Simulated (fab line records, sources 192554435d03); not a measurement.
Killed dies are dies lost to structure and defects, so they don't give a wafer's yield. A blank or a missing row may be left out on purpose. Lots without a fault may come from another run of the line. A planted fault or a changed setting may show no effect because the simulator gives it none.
A struck lot beside a sound one | flow n5_finfet | 15 steps out of a route of 1938
Sound: wafers L359.3, L359.5, L359.6. Struck: wafers L371.3, L371.4, L371.6. The cause comes at the end.
At each step with rows: each side's tool, then ch and its chambers, then its first start. Under that, the readings that differ: sound wafers | struck wafers | difference of the means | sigmas: that difference in standard deviations of wafers without a fault.
alike: readings whose means differ by less than 2 such deviations, and words and numbers that are the same on both sides. not compared: withheld readings, readings that some wafer has no value for, bounds like >300 that may hide the same value, and numbers for which the record gives no deviation and whose values overlap.
The two part at a step that has a row with sigmas, a row that says differs or no value, or rows on one side only. Numbers that don't overlap but have no deviation are shown without sigmas and don't part them. A reading that every wafer of one side lacks parts them only if that side has two wafers or more.

first, 1 step without rows for these wafers: N5_BEOL_M14_HARDBAKE_14 (time 120 s).
N5_BEOL_M14_CD_MEAS_10: target cd 250 nm.
  sound on cd_sem-02 ch 0, day 12 13:45; struck on cd_sem-02 ch 0, day 15 08:07
  alike: cd_nm
N5_BEOL_M14_OVL_MEAS_11:
  sound on overlay-02 ch 0, day 12 13:47; struck on overlay-02 ch 0, day 15 08:09
  alike: V13_OVL
N5_BEOL_M14_INSPECT_12: inspects for defects (macro).
  sound on defect_inspect-02, day 12 13:48; struck on defect_inspect-01, day 15 08:11
  alike: raw_defect_count
N5_BEOL_M14_DESCUM_15: chemistry O2, time 7.9 s.
  sound on rie_diel-01 ch 0,1, day 12 14:22; struck on rie_diel-03 ch 0,1,3, day 15 08:13
  alike: drypump_motor_current_A, oes_product_au, rf_vpp_V, showerhead_plenum_p_Torr, throttle_valve_pct
  not compared: rf_hours_counter_h
N5_BEOL_M14_ETCH_59: etches BARC in N2/H2, target depth 89 nm, overetch 26.7 nm, time 67.9 s.
  sound on rie_diel-01 ch 0,1, day 12 14:24; struck on rie_diel-03 ch 0,1,3, day 15 08:14
  alike: bias_w, drypump_motor_current_A, n2_flow_sccm, oes_product_au, rf_vpp_V, showerhead_plenum_p_Torr, throttle_valve_pct
  not compared: rf_hours_counter_h
N5_BEOL_M14_VIA_ETCH_16: etches SiO2 in C4F8/O2/Ar, target depth 1231.3 nm.
  sound on rie_diel-01 ch 0,1, day 12 14:27; struck on rie_diel-03 ch 0,1,3, day 15 08:17
  alike: bias_w, drypump_motor_current_A, oes_product_au, rf_vpp_V, showerhead_plenum_p_Torr, throttle_valve_pct
N5_BEOL_M14_STRIP_63: strips in O2.
  sound on rie_diel-01 ch 0,1; struck on rie_diel-03 ch 0,1,3
  alike: drypump_motor_current_A, oes_product_au, rf_vpp_V, showerhead_plenum_p_Torr, throttle_valve_pct
  not compared: rf_hours_counter_h
N5_BEOL_M14_STRIP_64: strips in O2.
  sound on rie_diel-01 ch 0,1; struck on rie_diel-03 ch 0,1,3
  alike: drypump_motor_current_A, oes_product_au, rf_vpp_V, showerhead_plenum_p_Torr, throttle_valve_pct
  not compared: rf_hours_counter_h
then, 2 steps without rows for these wafers: N5_BEOL_M14_STRIP_71 (strips in post etch residue remover, time 60 s); N5_BEOL_M14_SRD_72 (time 30 s, dry time 30 s).
N5_BEOL_M14_CD_MEAS_17: target cd 250 nm.
  sound on cd_sem-03, day 12 14:50; struck on cd_sem-01, day 15 08:39
  alike: cd_nm
N5_BEOL_M14_COAT_65: time 60 s, resist thk 450 nm.
  sound on litho_track-04 ch 0, day 12 14:52; struck on litho_track-04 ch 0, day 15 08:41
  reading                                   | sound                | struck               | difference | sigmas
  spin_speed_rpm (rpm)                      | 1500.1 1498.2 1500.2 | 1466.2 1466.4 1466.2 | -33.2      | -30
  model.SOC_of_BEOL_M14_COAT_65.thk_nm (nm) | 451.2 451.4 450.6    | 459 458.2 456.6      | +7         |
then, 1 step without rows for these wafers: N5_BEOL_M14_COAT_66 (time 60 s, resist thk 110 nm).
N5_PASSIVATION_PROBE_49:
  sound on prober-02, day 13 14:58; struck on prober-02, day 16 12:41
  reading         | sound  | struck | difference | sigmas
  killed_at_other | 2 13 4 | 0      | -6         | -2
  alike: defect_limited_yield, killed_at_M0_to_M3, killed_at_M4_up, killed_at_contacts, killed_at_front_end, killed_dies, killed_open, killed_short, sort_bin_4_leakage, sort_bin_5_function, sort_bin_6_memory, sort_n_pass, sort_yield_pct

WHERE THEY PART
First at N5_BEOL_M14_COAT_65; last, within this record, at N5_PASSIVATION_PROBE_49.

WHY: what the simulator had put in
Process parameter drift: litho_track-04, from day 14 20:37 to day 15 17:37, at N5_BEOL_M14_COAT_65. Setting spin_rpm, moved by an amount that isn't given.
